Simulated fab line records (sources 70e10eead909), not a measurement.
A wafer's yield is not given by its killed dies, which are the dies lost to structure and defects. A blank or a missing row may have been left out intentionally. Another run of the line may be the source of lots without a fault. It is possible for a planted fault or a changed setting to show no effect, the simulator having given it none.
What tool caused it?    flow nand harc    34 wafers from 12 lots sampled at 5 of the route's 1159 steps

WHAT THE GAUGES READ, wafer by wafer
NHARC_P_M0_CD_MEAS_09: target cd 90 nm.
lot   measured      on         cd nm (nm)
L927  day 5 23:16   cd sem-01  91.3 90.7 89.9
L929  day 6 09:41   cd sem-03  91.5 91.0 91.6
L930  day 6 10:40   cd sem-01  91.1 91.0 90.4
L936  day 8 00:28   cd sem-03  90.1
L941  day 9 05:55   cd sem-03  90.0 89.2 90.9
L943  day 10 01:10  cd sem-01  90.8 90.1 89.1
L944  day 10 04:44  cd sem-01  88.8 88.4 88.4
L946  day 10 10:38  cd sem-02  90.6 89.4 89.8
L947  day 10 19:16  cd sem-01  91.2 90.0 91.1
L948  day 10 19:38  cd sem-03  90.5 90.0 90.3
L949  day 11 09:16  cd sem-01  91.6 92.2 91.0
L950  day 11 19:16  cd sem-03  90.6 90.6 91.7

NHARC_P_M1_INSPECT_11.
lot   measured      on                 raw defect count
L927  day 6 04:01   defect inspect-01  8 5 2
L929  day 6 13:53   defect inspect-01  2 0 6
L930  day 6 14:52   defect inspect-01  9 7 3
L936  day 8 04:34   defect inspect-02  2
L941  day 9 10:23   defect inspect-01  6 3 0
L943  day 10 05:17  defect inspect-01  5 3 5
L944  day 10 09:08  defect inspect-01  4 3 7
L946  day 10 15:08  defect inspect-01  4 5 3
L947  day 10 23:35  defect inspect-01  6 2 3
L948  day 10 23:57  defect inspect-01  1 3 0
L949  day 11 13:45  defect inspect-01  2 2 2
L950  day 11 23:30  defect inspect-01  6 8 11

NHARC_END_SORT_01.
lot   measured      on         defect limited yield (%)  killed at array  killed at other  killed at periphery  killed dies  killed open  killed short  sort_bin_2_pct (%)  sort_bin_3_pct (%)  sort_bin_4_pct (%)  sort n pass  sort rim yield pct (%)  sort yield pct (%)
L936  day 24 10:33  prober-02  83.9                      10               0                99                   109          1            1             5.8                 5.61                4.7                 568          92                      83.9

WHAT TOOL EACH LOT RAN ON (gives the tool, then ch and the chambers of the sampled wafers, and finally the start)
lot   NHARC_P_M1_ETCH_15                  NHARC_P_M1_CMP_23
L927  rie diel-05 ch 2,3, day 6 04:24     cmp-03 ch 0,2,3, day 6 06:22
L929  rie diel-07 ch 0,2,3, day 6 14:07   cmp-04 ch 0,1,2, day 6 16:07
L930  rie diel-07 ch 0,1,2, day 6 15:08   cmp-04 ch 0,1, day 6 17:04
L936  rie diel-07 ch 3, day 8 04:48       cmp-03 ch 1, day 8 06:46
L941  rie diel-05 ch 1,2, day 9 10:38     cmp-02 ch 0,1,2, day 9 12:35
L943  rie diel-11 ch 0,2,3, day 10 05:32  cmp-02 ch 0,2,3, day 10 07:29
L944  rie diel-11 ch 0,1,3, day 10 09:24  cmp-03 ch 0,1,3, day 10 11:23
L946  rie diel-05 ch 0,2,3, day 10 15:23  cmp-03 ch 1,2,3, day 10 17:21
L947  rie diel-07 ch 0,1,2, day 10 23:49  cmp-02 ch 0,2,3, day 11 01:58
L948  rie diel-05 ch 1,2,3, day 11 00:11  cmp-03 ch 0,1,3, day 11 02:27
L949  rie diel-07 ch 1,2, day 11 13:59    cmp-02 ch 0,1,3, day 11 15:57
L950  rie diel-11 ch 0,2,3, day 11 23:44  cmp-04 ch 0,1,3, day 12 01:51
- NHARC_P_M1_ETCH_15: etches the open film in C4F8/Ar, target depth 182.5 nm, time 91.2 s.
- NHARC_P_M1_CMP_23: polishes, t overpolish 20 s, target thk 157.82 nm.

AS READ BY THE TOOLS THEMSELVES (means over the sampled wafers that have a number; for cases with no such wafer, the mark the record gives instead)
NHARC_P_M1_ETCH_15.
lot   tool         chamber pressure mTorr (mTorr)  oes product au (a.u.)  rf vpp V (V)
L927  rie diel-05  25.010                          0.911                  445
L929  rie diel-07  25.005                          0.913                  440
L930  rie diel-07  24.990                          0.940                  442
L936  rie diel-07  25.027                          0.926                  438
L941  rie diel-05  24.992                          0.960                  446
L943  rie diel-11  24.991                          0.970                  442
L944  rie diel-11  24.992                          0.958                  439
L946  rie diel-05  24.998                          0.974                  445
L947  rie diel-07  25.007                          0.957                  441
L948  rie diel-05  24.993                          0.968                  446
L949  rie diel-07  25.013                          0.981                  441
L950  rie diel-11  24.995                          0.970                  442

NHARC_P_M1_CMP_23.
lot   tool    motor current A (A)  time to endpoint s (s)
L927  cmp-03  13.6                 27.0
L929  cmp-04  13.8                 27.6
L930  cmp-04  13.3                 27.1
L936  cmp-03  13.1                 31.2
L941  cmp-02  13.5                 29.4
L943  cmp-02  11.8                 26.2
L944  cmp-03  12.3                 30.6
L946  cmp-03  12.9                 32.3
L947  cmp-02  11.9                 27.3
L948  cmp-03  12.5                 30.2
L949  cmp-02  11.6                 25.9
L950  cmp-04  14.1                 29.7

THE ANSWER, worked out from the rows above alone
Rule: the lots themselves supply what counts as usual. The widest of any qualifying gaps counts: lots, ordered by their means at a reading, are off when they make up no more than a third of the lots, leave a main group of 4 or more, and stand apart from it by 3 or more times the standard deviation of that group's means. A main group is skipped when, at the precision printed for the reading in the tables above, its means are all equal. A lot without any number at a reading at which 4 lots or more have one is off too. All remaining lots with rows at the step are treated as sound. Order of review: gauges by route order, followed by the tools' own readings, for which a lot's mean as printed above is used. The first step at which some lot is off is used, and at that step the reading that is off furthest; a lot without a number counts as furthest.
Across all readings shown, no lot is off: no conclusion can be drawn from this.

WHAT THE SIMULATOR PUT IN
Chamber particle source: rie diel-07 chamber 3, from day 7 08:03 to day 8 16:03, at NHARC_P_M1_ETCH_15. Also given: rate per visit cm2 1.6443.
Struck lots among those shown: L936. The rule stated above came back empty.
